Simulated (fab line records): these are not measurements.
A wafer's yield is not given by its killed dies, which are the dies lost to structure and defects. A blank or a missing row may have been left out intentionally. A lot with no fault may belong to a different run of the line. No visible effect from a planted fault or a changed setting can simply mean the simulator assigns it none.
Which of the tools did it? :: flow n5Finfet :: 24 lots, 72 wafers sampled, at 5 steps of a route of 1938

== WHAT THE GAUGES READ, wafer by wafer ==
N5_FIN_SAQP_OVL_MEAS_17. Usual: for FIN_CORE_OVL the level is 0.1 nm and the standard deviation is 0.86.
lot: L074
measured: day 1 21:26
on: overlay-02
FIN_CORE_OVL (nm): 0.9 1.0 0.9
flag: 

lot: L075
measured: day 2 04:56
on: overlay-02
FIN_CORE_OVL (nm): 1.5 0.8 0.6
flag: 

lot: L076
measured: day 2 09:38
on: overlay-01
FIN_CORE_OVL (nm): 1.2 0.2 0.8
flag: 

lot: L077
measured: day 2 16:11
on: overlay-01
FIN_CORE_OVL (nm): 0.2 -0.4 1.1
flag: 

lot: L078
measured: day 2 21:51
on: overlay-02
FIN_CORE_OVL (nm): -0.3 1.2 0.1
flag: 

lot: L079
measured: day 3 03:39
on: overlay-01
FIN_CORE_OVL (nm): 0.2 1.3 -0.2
flag: 

lot: L080
measured: day 3 10:30
on: overlay-01
FIN_CORE_OVL (nm): 0.0 0.0 -0.7
flag: 

lot: L081
measured: day 3 15:37
on: overlay-01
FIN_CORE_OVL (nm): -1.6 -1.1 -0.7
flag: 

lot: L082
measured: day 3 21:46
on: overlay-01
FIN_CORE_OVL (nm): 0.3 -1.3 -0.4
flag: 

lot: L083
measured: day 4 04:02
on: overlay-01
FIN_CORE_OVL (nm): 0.3 1.6 -0.2
flag: 

lot: L084
measured: day 4 09:55
on: overlay-01
FIN_CORE_OVL (nm): -1.1 0.0 -0.2
flag: 

lot: L085
measured: day 4 15:18
on: overlay-01
FIN_CORE_OVL (nm): 0.5 0.7 0.0
flag: 

lot: L086
measured: day 4 22:17
on: overlay-02
FIN_CORE_OVL (nm): -0.4 -1.0 -0.7
flag: 

lot: L087
measured: day 5 04:08
on: overlay-02
FIN_CORE_OVL (nm): -0.4 -0.7 -0.8
flag: 

lot: L088
measured: day 5 09:32
on: overlay-02
FIN_CORE_OVL (nm): 0.3 0.5 0.6
flag: 

lot: L089
measured: day 5 15:20
on: overlay-01
FIN_CORE_OVL (nm): 1.6 0.7 0.8
flag: 

lot: L090
measured: day 5 22:21
on: overlay-02
FIN_CORE_OVL (nm): -1.3 0.6 -0.5
flag: 

lot: L091
measured: day 6 04:07
on: overlay-01
FIN_CORE_OVL (nm): 1.4 1.2 1.5
flag: 

lot: L092
measured: day 6 09:58
on: overlay-02
FIN_CORE_OVL (nm): -0.4 -0.6 -0.3
flag: 

lot: L093
measured: day 6 15:16
on: overlay-01
FIN_CORE_OVL (nm): -0.2 0.0 1.1
flag: 

lot: L094
measured: day 6 21:25
on: overlay-01
FIN_CORE_OVL (nm): 0.3 1.0 1.8
flag: 

lot: L095
measured: day 7 03:25
on: overlay-02
FIN_CORE_OVL (nm): -0.5 -0.3 -0.6
flag: 

lot: L096
measured: day 7 09:19
on: overlay-02
FIN_CORE_OVL (nm): -0.7 -0.7 0.0
flag: 

lot: L097
measured: day 7 16:38
on: overlay-02
FIN_CORE_OVL (nm): -0.2 -0.6 -0.9
flag: 

N5_SD_EPI_N_OVL_MEAS_10. Usual: for SD_N_BLK_OVL the level is 0.2 nm and the standard deviation is 0.64.
lot: L074
measured: day 3 01:01
on: overlay-02
SD_N_BLK_OVL (nm): 0.7 1.1 0.3
flag: 

lot: L075
measured: day 3 10:22
on: overlay-02
SD_N_BLK_OVL (nm): 0.3 0.9 0.5
flag: 

lot: L076
measured: day 3 14:05
on: overlay-01
SD_N_BLK_OVL (nm): 0.1 -0.8 -0.2
flag: 

lot: L077
measured: day 3 19:50
on: overlay-02
SD_N_BLK_OVL (nm): 0.5 0.4 -0.5
flag: 

lot: L078
measured: day 4 01:36
on: overlay-02
SD_N_BLK_OVL (nm): -0.6 0.0 -0.8
flag: 

lot: L079
measured: day 4 09:07
on: overlay-02
SD_N_BLK_OVL (nm): 0.9 -0.4 0.2
flag: 

lot: L080
measured: day 4 12:33
on: overlay-01
SD_N_BLK_OVL (nm): 1.4 1.3 0.0
flag: 

lot: L081
measured: day 4 18:13
on: overlay-01
SD_N_BLK_OVL (nm): -0.6 0.1 -1.2
flag: 

lot: L082
measured: day 5 01:43
on: overlay-01
SD_N_BLK_OVL (nm): 1.0 0.6 0.3
flag: 

lot: L083
measured: day 5 06:47
on: overlay-02
SD_N_BLK_OVL (nm): 0.4 -0.6 0.0
flag: 

lot: L084
measured: day 5 13:52
on: overlay-01
SD_N_BLK_OVL (nm): 0.7 0.2 -1.1
flag: 

lot: L085
measured: day 5 21:37
on: overlay-01
SD_N_BLK_OVL (nm): 0.2 -0.4 0.2
flag: 

lot: L086
measured: day 6 04:29
on: overlay-01
SD_N_BLK_OVL (nm): -0.1 0.0 -1.2
flag: 

lot: L087
measured: day 6 06:47
on: overlay-02
SD_N_BLK_OVL (nm): 0.0 0.5 0.7
flag: 

lot: L088
measured: day 6 15:27
on: overlay-01
SD_N_BLK_OVL (nm): -0.2 -0.1 -0.8
flag: 

lot: L089
measured: day 6 18:25
on: overlay-02
SD_N_BLK_OVL (nm): -0.9 -1.0 -0.5
flag: 

lot: L090
measured: day 7 02:25
on: overlay-01
SD_N_BLK_OVL (nm): 0.6 2.0 0.8
flag: 

lot: L091
measured: day 7 08:08
on: overlay-01
SD_N_BLK_OVL (nm): 0.6 0.2 0.8
flag: 

lot: L092
measured: day 7 12:47
on: overlay-01
SD_N_BLK_OVL (nm): -0.7 1.0 0.7
flag: 

lot: L093
measured: day 7 16:53
on: overlay-02
SD_N_BLK_OVL (nm): 0.0 0.1 0.1
flag: 

lot: L094
measured: day 8 00:22
on: overlay-02
SD_N_BLK_OVL (nm): 0.5 -0.6 -0.8
flag: 

lot: L095
measured: day 8 05:39
on: overlay-01
SD_N_BLK_OVL (nm): 1.3 1.4 -0.4
flag: 

lot: L096
measured: day 8 13:09
on: overlay-02
SD_N_BLK_OVL (nm): 0.8 -0.4 0.5
flag: 

lot: L097
measured: day 8 20:10
on: overlay-02
SD_N_BLK_OVL (nm): 1.0 0.3 0.6
flag: 

== TOOL THAT RAN EACH LOT (tool first, then ch and the chambers of the sampled wafers, then the start) ==
lot: L074
N5_PMOS_HMC_CHANNEL_EPI_CMP_21: cmp-03 ch 0,2, day 1 19:16
N5_FIN_SAQP_FIN_ETCH_36: rieSi-04 ch 0,1,3, day 2 02:22
N5_DUMMY_GATE_DESCUM_20: rieDiel-05 ch 1,3, day 2 22:50

lot: L075
N5_PMOS_HMC_CHANNEL_EPI_CMP_21: cmp-02 ch 0,1,2, day 2 02:34
N5_FIN_SAQP_FIN_ETCH_36: rieSi-06 ch 0,1, day 2 10:29
N5_DUMMY_GATE_DESCUM_20: rieDiel-05 ch 0,2,3, day 3 08:07

lot: L076
N5_PMOS_HMC_CHANNEL_EPI_CMP_21: cmp-02 ch 1,2,3, day 2 07:10
N5_FIN_SAQP_FIN_ETCH_36: rieSi-04 ch 0,1,2, day 2 14:25
N5_DUMMY_GATE_DESCUM_20: rieDiel-05 ch 0,2,3, day 3 11:55

lot: L077
N5_PMOS_HMC_CHANNEL_EPI_CMP_21: cmp-04 ch 1,3, day 2 13:53
N5_FIN_SAQP_FIN_ETCH_36: rieSi-06 ch 0,3, day 2 20:36
N5_DUMMY_GATE_DESCUM_20: rieDiel-05 ch 1,3, day 3 17:38

lot: L078
N5_PMOS_HMC_CHANNEL_EPI_CMP_21: cmp-04 ch 0,2, day 2 19:42
N5_FIN_SAQP_FIN_ETCH_36: rieSi-04 ch 0,2, day 3 01:49
N5_DUMMY_GATE_DESCUM_20: rieDiel-01 ch 1,2,3, day 3 23:19

lot: L079
N5_PMOS_HMC_CHANNEL_EPI_CMP_21: cmp-02 ch 0,1, day 3 01:32
N5_FIN_SAQP_FIN_ETCH_36: rieSi-04 ch 0,3, day 3 08:10
N5_DUMMY_GATE_DESCUM_20: rieDiel-01 ch 1,2,3, day 4 06:46

lot: L080
N5_PMOS_HMC_CHANNEL_EPI_CMP_21: cmp-03 ch 0,1,3, day 3 07:25
N5_FIN_SAQP_FIN_ETCH_36: rieSi-02 ch 0,1,2, day 3 14:40
N5_DUMMY_GATE_DESCUM_20: rieDiel-05 ch 0,2, day 4 10:22

lot: L081
N5_PMOS_HMC_CHANNEL_EPI_CMP_21: cmp-02 ch 0,3, day 3 13:19
N5_FIN_SAQP_FIN_ETCH_36: rieSi-06 ch 0,1,3, day 3 20:39
N5_DUMMY_GATE_DESCUM_20: rieDiel-05 ch 1,2,3, day 4 15:37

lot: L082
N5_PMOS_HMC_CHANNEL_EPI_CMP_21: cmp-03 ch 1,2,3, day 3 19:36
N5_FIN_SAQP_FIN_ETCH_36: rieSi-02 ch 0,2,3, day 4 02:08
N5_DUMMY_GATE_DESCUM_20: rieDiel-04 ch 0,1,3, day 4 22:21

lot: L083
N5_PMOS_HMC_CHANNEL_EPI_CMP_21: cmp-02 ch 0,2,3, day 4 01:56
N5_FIN_SAQP_FIN_ETCH_36: rieSi-04 ch 1,2,3, day 4 08:05
N5_DUMMY_GATE_DESCUM_20: rieDiel-04 ch 0,1,3, day 5 03:41

lot: L084
N5_PMOS_HMC_CHANNEL_EPI_CMP_21: cmp-03 ch 0,1, day 4 07:32
N5_FIN_SAQP_FIN_ETCH_36: rieSi-02 ch 0,2, day 4 16:01
N5_DUMMY_GATE_DESCUM_20: rieDiel-04 ch 0,2,3, day 5 11:23

lot: L085
N5_PMOS_HMC_CHANNEL_EPI_CMP_21: cmp-02 ch 0,1,2, day 4 13:02
N5_FIN_SAQP_FIN_ETCH_36: rieSi-06 ch 2,3, day 4 21:43
N5_DUMMY_GATE_DESCUM_20: rieDiel-04 ch 0,1, day 5 17:58

lot: L086
N5_PMOS_HMC_CHANNEL_EPI_CMP_21: cmp-02 ch 0,2,3, day 4 19:47
N5_FIN_SAQP_FIN_ETCH_36: rieSi-06 ch 0,2,3, day 5 04:29
N5_DUMMY_GATE_DESCUM_20: rieDiel-01 ch 0,1, day 6 02:15

lot: L087
N5_PMOS_HMC_CHANNEL_EPI_CMP_21: cmp-03 ch 1,3, day 5 01:59
N5_FIN_SAQP_FIN_ETCH_36: rieSi-06 ch 0,1, day 5 08:50
N5_DUMMY_GATE_DESCUM_20: rieDiel-01 ch 0,1, day 6 04:20

lot: L088
N5_PMOS_HMC_CHANNEL_EPI_CMP_21: cmp-03 ch 1,2, day 5 07:10
N5_FIN_SAQP_FIN_ETCH_36: rieSi-02 ch 1,2,3, day 5 14:33
N5_DUMMY_GATE_DESCUM_20: rieDiel-05 ch 0,3, day 6 13:16

lot: L089
N5_PMOS_HMC_CHANNEL_EPI_CMP_21: cmp-04 ch 2,3, day 5 13:13
N5_FIN_SAQP_FIN_ETCH_36: rieSi-04 ch 0,2,3, day 5 19:31
N5_DUMMY_GATE_DESCUM_20: rieDiel-04 ch 0,2, day 6 16:02

lot: L090
N5_PMOS_HMC_CHANNEL_EPI_CMP_21: cmp-03 ch 1,2, day 5 19:11
N5_FIN_SAQP_FIN_ETCH_36: rieSi-04 ch 0,1,3, day 6 03:07
N5_DUMMY_GATE_DESCUM_20: rieDiel-05 ch 1,2, day 7 00:02

lot: L091
N5_PMOS_HMC_CHANNEL_EPI_CMP_21: cmp-02 ch 0,1,2, day 6 01:47
N5_FIN_SAQP_FIN_ETCH_36: rieSi-06 ch 0,1,3, day 6 08:40
N5_DUMMY_GATE_DESCUM_20: rieDiel-04 ch 0,1,2, day 7 06:05

lot: L092
N5_PMOS_HMC_CHANNEL_EPI_CMP_21: cmp-03 ch 0,2,3, day 6 07:52
N5_FIN_SAQP_FIN_ETCH_36: rieSi-04 ch 0,2, day 6 14:12
N5_DUMMY_GATE_DESCUM_20: rieDiel-04 ch 0,2,3, day 7 09:59

lot: L093
N5_PMOS_HMC_CHANNEL_EPI_CMP_21: cmp-03 ch 0,3, day 6 13:13
N5_FIN_SAQP_FIN_ETCH_36: rieSi-04 ch 0,2,3, day 6 19:20
N5_DUMMY_GATE_DESCUM_20: rieDiel-04 ch 1,2, day 7 14:26

lot: L094
N5_PMOS_HMC_CHANNEL_EPI_CMP_21: cmp-03 ch 0,2,3, day 6 19:25
N5_FIN_SAQP_FIN_ETCH_36: rieSi-02 ch 0,2,3, day 7 01:49
N5_DUMMY_GATE_DESCUM_20: rieDiel-01 ch 2,3, day 7 21:51

lot: L095
N5_PMOS_HMC_CHANNEL_EPI_CMP_21: cmp-03 ch 1,2, day 7 01:16
N5_FIN_SAQP_FIN_ETCH_36: rieSi-02 ch 2,3, day 7 07:41
N5_DUMMY_GATE_DESCUM_20: rieDiel-04 ch 1,2,3, day 8 03:11

lot: L096
N5_PMOS_HMC_CHANNEL_EPI_CMP_21: cmp-02 ch 0,1,2, day 7 07:11
N5_FIN_SAQP_FIN_ETCH_36: rieSi-06 ch 0,1,3, day 7 14:03
N5_DUMMY_GATE_DESCUM_20: rieDiel-04 ch 0,3, day 8 10:58

lot: L097
N5_PMOS_HMC_CHANNEL_EPI_CMP_21: cmp-02 ch 0,1,3, day 7 14:26
N5_FIN_SAQP_FIN_ETCH_36: rieSi-06 ch 1,2,3, day 7 20:53
N5_DUMMY_GATE_DESCUM_20: rieDiel-05 ch 1,2,3, day 8 16:53
- N5_PMOS_HMC_CHANNEL_EPI_CMP_21: polishes SiGe30, target thk 54 nm.
- N5_FIN_SAQP_FIN_ETCH_36: etches the open film in HBr/Cl2/O2, target depth 120 nm, time 50.4 s.
- N5_DUMMY_GATE_DESCUM_20: chemistry O2, time 6.2 s.

== AS READ BY THE TOOLS THEMSELVES (means over the sampled wafers that have a number; for cases with no such wafer, the mark the record gives instead) ==
N5_PMOS_HMC_CHANNEL_EPI_CMP_21. Usual: motorCurrentA 12.6 A, standard deviation 1.7; padLifeWafers 973, standard deviation 680.
lot: L074
tool: cmp-03
motorCurrentA (A): 11.8
padLifeWafers: 1195
flag: 

lot: L075
tool: cmp-02
motorCurrentA (A): 12.8
padLifeWafers: 524
flag: 

lot: L076
tool: cmp-02
motorCurrentA (A): 13.0
padLifeWafers: 560
flag: 

lot: L077
tool: cmp-04
motorCurrentA (A): 14.2
padLifeWafers: 1
flag: 

lot: L078
tool: cmp-04
motorCurrentA (A): 13.9
padLifeWafers: 55
flag: 

lot: L079
tool: cmp-02
motorCurrentA (A): 13.2
padLifeWafers: 697
flag: 

lot: L080
tool: cmp-03
motorCurrentA (A): 12.8
padLifeWafers: 1466
flag: 

lot: L081
tool: cmp-02
motorCurrentA (A): 11.3
padLifeWafers: 800
flag: 

lot: L082
tool: cmp-03
motorCurrentA (A): 12.9
padLifeWafers: 1556
flag: 

lot: L083
tool: cmp-02
motorCurrentA (A): 11.7
padLifeWafers: 956
flag: 

lot: L084
tool: cmp-03
motorCurrentA (A): 14.6
padLifeWafers: 1760
flag: 

lot: L085
tool: cmp-02
motorCurrentA (A): 12.8
padLifeWafers: 1123
flag: 

lot: L086
tool: cmp-02
motorCurrentA (A): 11.3
padLifeWafers: 1178
flag: 

lot: L087
tool: cmp-03
motorCurrentA (A): 14.5
padLifeWafers: 1904
flag: 

lot: L088
tool: cmp-03
motorCurrentA (A): 14.2
padLifeWafers: 1944
flag: 

lot: L089
tool: cmp-04
motorCurrentA (A): 13.4
padLifeWafers: 482
flag: 

lot: L090
tool: cmp-03
motorCurrentA (A): 13.8
padLifeWafers: 2028
flag: 

lot: L091
tool: cmp-02
motorCurrentA (A): 12.4
padLifeWafers: 1418
flag: 

lot: L092
tool: cmp-03
motorCurrentA (A): 11.3
padLifeWafers: 25
flag: 

lot: L093
tool: cmp-03
motorCurrentA (A): 11.9
padLifeWafers: 72
flag: 

lot: L094
tool: cmp-03
motorCurrentA (A): 11.2
padLifeWafers: 127
flag: 

lot: L095
tool: cmp-03
motorCurrentA (A): 14.2
padLifeWafers: 162
flag: 

lot: L096
tool: cmp-02
motorCurrentA (A): 12.5
padLifeWafers: 1634
flag: 

lot: L097
tool: cmp-02
motorCurrentA (A): 12.2
padLifeWafers: 1688
flag: 

N5_FIN_SAQP_FIN_ETCH_36. Usual: O2_flow_sccm 12.00 sccm, standard deviation 0.035; drypumpMotorCurrentA 5.8 A, standard deviation 0.4; oesProductAu 1.005 a.u., standard deviation 0.019; throttleValvePct 35.9 %, standard deviation 0.34.
lot: L074
tool: rieSi-04
O2_flow_sccm (sccm): 11.99
drypumpMotorCurrentA (A): 5.6
oesProductAu (a.u.): 1.021
throttleValvePct (%): 35.5
flag: 

lot: L075
tool: rieSi-06
O2_flow_sccm (sccm): 12.01
drypumpMotorCurrentA (A): 6.0
oesProductAu (a.u.): 0.979
throttleValvePct (%): 35.7
flag: 

lot: L076
tool: rieSi-04
O2_flow_sccm (sccm): 11.98
drypumpMotorCurrentA (A): 5.4
oesProductAu (a.u.): 1.000
throttleValvePct (%): 35.7
flag: 

lot: L077
tool: rieSi-06
O2_flow_sccm (sccm): 11.95
drypumpMotorCurrentA (A): 6.2
oesProductAu (a.u.): 0.982
throttleValvePct (%): 36.1
flag: 

lot: L078
tool: rieSi-04
O2_flow_sccm (sccm): 12.02
drypumpMotorCurrentA (A): 5.5
oesProductAu (a.u.): 1.003
throttleValvePct (%): 35.8
flag: 

lot: L079
tool: rieSi-04
O2_flow_sccm (sccm): 11.99
drypumpMotorCurrentA (A): 5.4
oesProductAu (a.u.): 1.025
throttleValvePct (%): 35.3
flag: 

lot: L080
tool: rieSi-02
O2_flow_sccm (sccm): 12.00
drypumpMotorCurrentA (A): 6.1
oesProductAu (a.u.): 1.017
throttleValvePct (%): 36.0
flag: 

lot: L081
tool: rieSi-06
O2_flow_sccm (sccm): 12.00
drypumpMotorCurrentA (A): 6.0
oesProductAu (a.u.): 0.991
throttleValvePct (%): 36.0
flag: 

lot: L082
tool: rieSi-02
O2_flow_sccm (sccm): 12.02
drypumpMotorCurrentA (A): 5.9
oesProductAu (a.u.): 1.017
throttleValvePct (%): 36.1
flag: 

lot: L083
tool: rieSi-04
O2_flow_sccm (sccm): 12.00
drypumpMotorCurrentA (A): 5.9
oesProductAu (a.u.): 1.002
throttleValvePct (%): 35.8
flag: 

lot: L084
tool: rieSi-02
O2_flow_sccm (sccm): 12.00
drypumpMotorCurrentA (A): 6.1
oesProductAu (a.u.): 1.014
throttleValvePct (%): 36.0
flag: 

lot: L085
tool: rieSi-06
O2_flow_sccm (sccm): 11.99
drypumpMotorCurrentA (A): 6.1
oesProductAu (a.u.): 0.994
throttleValvePct (%): 36.1
flag: 

lot: L086
tool: rieSi-06
O2_flow_sccm (sccm): 11.98
drypumpMotorCurrentA (A): 6.1
oesProductAu (a.u.): 0.991
throttleValvePct (%): 35.9
flag: 

lot: L087
tool: rieSi-06
O2_flow_sccm (sccm): 12.01
drypumpMotorCurrentA (A): 6.0
oesProductAu (a.u.): 0.969
throttleValvePct (%): 35.7
flag: 

lot: L088
tool: rieSi-02
O2_flow_sccm (sccm): 11.97
drypumpMotorCurrentA (A): 5.9
oesProductAu (a.u.): 1.025
throttleValvePct (%): 36.1
flag: 

lot: L089
tool: rieSi-04
O2_flow_sccm (sccm): 12.01
drypumpMotorCurrentA (A): 5.6
oesProductAu (a.u.): 1.003
throttleValvePct (%): 35.6
flag: 

lot: L090
tool: rieSi-04
O2_flow_sccm (sccm): 11.98
drypumpMotorCurrentA (A): 5.6
oesProductAu (a.u.): 1.021
throttleValvePct (%): 35.5
flag: 

lot: L091
tool: rieSi-06
O2_flow_sccm (sccm): 12.00
drypumpMotorCurrentA (A): 5.9
oesProductAu (a.u.): 0.990
throttleValvePct (%): 36.0
flag: 

lot: L092
tool: rieSi-04
O2_flow_sccm (sccm): 11.98
drypumpMotorCurrentA (A): 5.2
oesProductAu (a.u.): 1.012
throttleValvePct (%): 35.5
flag: 

lot: L093
tool: rieSi-04
O2_flow_sccm (sccm): 11.98
drypumpMotorCurrentA (A): 5.6
oesProductAu (a.u.): 1.006
throttleValvePct (%): 35.6
flag: 

lot: L094
tool: rieSi-02
O2_flow_sccm (sccm): 12.02
drypumpMotorCurrentA (A): 5.9
oesProductAu (a.u.): 1.010
throttleValvePct (%): 36.1
flag: 

lot: L095
tool: rieSi-02
O2_flow_sccm (sccm): 11.99
drypumpMotorCurrentA (A): 5.8
oesProductAu (a.u.): 1.018
throttleValvePct (%): 36.2
flag: 

lot: L096
tool: rieSi-06
O2_flow_sccm (sccm): 11.99
drypumpMotorCurrentA (A): 5.9
oesProductAu (a.u.): 0.991
throttleValvePct (%): 36.0
flag: 

lot: L097
tool: rieSi-06
O2_flow_sccm (sccm): 12.06
drypumpMotorCurrentA (A): 5.9
oesProductAu (a.u.): 1.006
throttleValvePct (%): 36.2
flag: 

N5_DUMMY_GATE_DESCUM_20. Usual: drypumpMotorCurrentA 5.9 A, standard deviation 0.51; oesProductAu 0.79 a.u., standard deviation 0.069; rfVppV 243.7 V, standard deviation 1.5; showerheadPlenumPTorr 2.11 Torr, standard deviation 0.066; throttleValvePct 20.42 %, standard deviation 0.23.
lot: L074
tool: rieDiel-05
drypumpMotorCurrentA (A): 6.0
oesProductAu (a.u.): 0.81
rfVppV (V): 242.5
showerheadPlenumPTorr (Torr): 2.05
throttleValvePct (%): 20.67
flag: 

lot: L075
tool: rieDiel-05
drypumpMotorCurrentA (A): 5.7
oesProductAu (a.u.): 0.82
rfVppV (V): 244.3
showerheadPlenumPTorr (Torr): 2.14
throttleValvePct (%): 20.33
flag: 

lot: L076
tool: rieDiel-05
drypumpMotorCurrentA (A): 5.7
oesProductAu (a.u.): 0.82
rfVppV (V): 244.8
showerheadPlenumPTorr (Torr): 2.14
throttleValvePct (%): 20.33
flag: 

lot: L077
tool: rieDiel-05
drypumpMotorCurrentA (A): 6.1
oesProductAu (a.u.): 0.82
rfVppV (V): 244.0
showerheadPlenumPTorr (Torr): 2.09
throttleValvePct (%): 20.70
flag: 

lot: L078
tool: rieDiel-01
drypumpMotorCurrentA (A): 5.3
oesProductAu (a.u.): 0.83
rfVppV (V): 243.5
showerheadPlenumPTorr (Torr): 2.11
throttleValvePct (%): 20.40
flag: 

lot: L079
tool: rieDiel-01
drypumpMotorCurrentA (A): 5.3
oesProductAu (a.u.): 0.82
rfVppV (V): 243.4
showerheadPlenumPTorr (Torr): 2.11
throttleValvePct (%): 20.40
flag: 

lot: L080
tool: rieDiel-05
drypumpMotorCurrentA (A): 5.5
oesProductAu (a.u.): 0.81
rfVppV (V): 244.4
showerheadPlenumPTorr (Torr): 2.17
throttleValvePct (%): 20.13
flag: 

lot: L081
tool: rieDiel-05
drypumpMotorCurrentA (A): 5.8
oesProductAu (a.u.): 0.79
rfVppV (V): 242.9
showerheadPlenumPTorr (Torr): 2.07
throttleValvePct (%): 20.54
flag: 

lot: L082
tool: rieDiel-04
drypumpMotorCurrentA (A): 5.8
oesProductAu (a.u.): 0.74
rfVppV (V): 244.8
showerheadPlenumPTorr (Torr): 2.14
throttleValvePct (%): 20.40
flag: 

lot: L083
tool: rieDiel-04
drypumpMotorCurrentA (A): 5.8
oesProductAu (a.u.): 0.74
rfVppV (V): 243.3
showerheadPlenumPTorr (Torr): 2.14
throttleValvePct (%): 20.39
flag: 

lot: L084
tool: rieDiel-04
drypumpMotorCurrentA (A): 6.1
oesProductAu (a.u.): 0.72
rfVppV (V): 243.3
showerheadPlenumPTorr (Torr): 2.10
throttleValvePct (%): 20.47
flag: 

lot: L085
tool: rieDiel-04
drypumpMotorCurrentA (A): 5.9
oesProductAu (a.u.): 0.77
rfVppV (V): 243.3
showerheadPlenumPTorr (Torr): 2.14
throttleValvePct (%): 20.46
flag: 

lot: L086
tool: rieDiel-01
drypumpMotorCurrentA (A): 6.3
oesProductAu (a.u.): 0.88
rfVppV (V): 245.7
showerheadPlenumPTorr (Torr): 2.19
throttleValvePct (%): 20.25
flag: 

lot: L087
tool: rieDiel-01
drypumpMotorCurrentA (A): 5.9
oesProductAu (a.u.): 0.89
rfVppV (V): 243.9
showerheadPlenumPTorr (Torr): 2.17
throttleValvePct (%): 20.13
flag: 

lot: L088
tool: rieDiel-05
drypumpMotorCurrentA (A): 6.1
oesProductAu (a.u.): 0.81
rfVppV (V): 244.6
showerheadPlenumPTorr (Torr): 2.14
throttleValvePct (%): 20.54
flag: 

lot: L089
tool: rieDiel-04
drypumpMotorCurrentA (A): 6.5
oesProductAu (a.u.): 0.74
rfVppV (V): 242.5
showerheadPlenumPTorr (Torr): 2.05
throttleValvePct (%): 20.61
flag: 

lot: L090
tool: rieDiel-05
drypumpMotorCurrentA (A): 5.6
oesProductAu (a.u.): 0.74
rfVppV (V): 241.8
showerheadPlenumPTorr (Torr): 2.03
throttleValvePct (%): 20.54
flag: 

lot: L091
tool: rieDiel-04
drypumpMotorCurrentA (A): 6.2
oesProductAu (a.u.): 0.75
rfVppV (V): 243.7
showerheadPlenumPTorr (Torr): 2.09
throttleValvePct (%): 20.56
flag: 

lot: L092
tool: rieDiel-04
drypumpMotorCurrentA (A): 6.1
oesProductAu (a.u.): 0.72
rfVppV (V): 242.8
showerheadPlenumPTorr (Torr): 2.09
throttleValvePct (%): 20.49
flag: 

lot: L093
tool: rieDiel-04
drypumpMotorCurrentA (A): 5.9
oesProductAu (a.u.): 0.77
rfVppV (V): 242.2
showerheadPlenumPTorr (Torr): 2.08
throttleValvePct (%): 20.54
flag: 

lot: L094
tool: rieDiel-01
drypumpMotorCurrentA (A): 5.3
oesProductAu (a.u.): 0.91
rfVppV (V): 243.2
showerheadPlenumPTorr (Torr): 2.08
throttleValvePct (%): 20.46
flag: 

lot: L095
tool: rieDiel-04
drypumpMotorCurrentA (A): 5.8
oesProductAu (a.u.): 0.74
rfVppV (V): 244.5
showerheadPlenumPTorr (Torr): 2.08
throttleValvePct (%): 20.49
flag: 

lot: L096
tool: rieDiel-04
drypumpMotorCurrentA (A): 5.8
oesProductAu (a.u.): 0.68
rfVppV (V): 244.6
showerheadPlenumPTorr (Torr): 2.13
throttleValvePct (%): 20.37
flag: 

lot: L097
tool: rieDiel-05
drypumpMotorCurrentA (A): 5.8
oesProductAu (a.u.): 0.76
rfVppV (V): 242.2
showerheadPlenumPTorr (Torr): 2.06
throttleValvePct (%): 20.58
flag: 

== THE ANSWER, worked out from the rows above alone ==
Rule: a lot is off if the mean of its wafers that have a number lies more than 3 standard deviations from the usual mean. Also off: a lot with no number at a reading for which 4 or more lots have one. All remaining lots with rows at the step are treated as sound. First the gauges in route order, then the tools' own readings, where a lot's mean is used as printed above. At the first step where some lot is off, the reading lying furthest off is the one used; lots without a number count as furthest.
Nothing can be told from this: no lot is off at any reading shown.

== WHAT THE SIMULATOR PUT IN ==
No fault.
